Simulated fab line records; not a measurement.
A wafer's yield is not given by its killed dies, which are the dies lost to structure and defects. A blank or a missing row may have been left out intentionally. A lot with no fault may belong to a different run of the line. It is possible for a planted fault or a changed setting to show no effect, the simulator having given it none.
Which tool was responsible?	flow n5_finfet	route of 1938 steps, sampled at 1 step: 24 lots, 72 wafers

== WHAT EACH GAUGE READ, for each wafer ==
N5_BEOL_M0_SAQP_OVL_MEAS_15. Usual: M0_CORE_OVL typically reads 0.1 nm, with standard deviation 0.7.
lot	measured	on	M0_CORE_OVL (nm)	flag
L074	day 5 15:41	overlay-02	1.7 0.6 0.5	
L075	day 5 19:30	overlay-01	0.5 -0.5 0.6	
L076	day 6 04:11	overlay-02	-0.6 -0.6 -0.4	
L077	day 6 07:14	overlay-01	1.4 1.0 1.2	
L078	day 6 14:10	overlay-02	-0.6 0.4 -0.5	
L079	day 6 18:59	overlay-02	0.3 0.4 0.0	
L080	day 7 04:32	overlay-01	0.0 0.5 1.0	
L081	day 7 12:37	overlay-01	0.3 -0.1 0.2	
L082	day 7 18:44	overlay-01	0.8 0.5 0.4	
L083	day 7 22:33	overlay-01	-0.6 -0.7 -0.7	
L084	day 8 07:10	overlay-01	-1.5 -0.6 -1.0	
L085	day 8 15:40	overlay-02	-0.5 -0.5 -0.1	
L086	day 8 20:41	overlay-02	0.6 0.5 -0.5	
L087	day 9 03:34	overlay-01	-0.3 -0.6 0.1	
L088	day 9 05:33	overlay-01	0.6 -0.6 0.5	
L089	day 9 09:38	overlay-01	0.1 2.0 0.6	
L090	day 9 11:53	overlay-01	0.4 0.3 0.3	
L092	day 9 21:11	overlay-01	-0.3 0.2 0.7	
L091	day 10 00:35	overlay-02	0.7 -0.7 -0.4	
L093	day 10 04:58	overlay-02	-0.8 -1.3 -1.1	
L094	day 10 12:22	overlay-02	0.1 -0.4 -0.6	
L095	day 10 19:05	overlay-02	0.4 -0.5 0.4	
L096	day 11 04:14	overlay-01	0.0 0.8 -0.7	
L097	day 11 07:47	overlay-02	0.3 0.8 0.3	

== TOOL THAT RAN EACH LOT (tool first, then ch and the chambers of the sampled wafers, then the start) ==
Record: no process step prior to these readings.

== WHAT THE TOOLS THEMSELVES READ (means of the sampled wafers that have a number; where no wafer has one, the mark that the record gives instead) ==
The record holds no such reading with a usual standard deviation.

== THE ANSWER, worked out from the rows above alone ==
Rule: a lot counts as off when the mean over its wafers that have a number is more than 3 standard deviations away from the usual mean. Also off: a lot with no number at a reading for which 4 or more lots have one. All remaining lots with rows at the step are treated as sound. The gauges are gone through in route order, then the tools' own readings, and for those a lot's mean is taken as printed above. At the first step where some lot is off, the reading lying furthest off is the one used; lots without a number count as furthest.
Across all readings shown, no lot is off: no conclusion can be drawn from this.

== WHAT THE SIMULATOR HAD INSERTED ==
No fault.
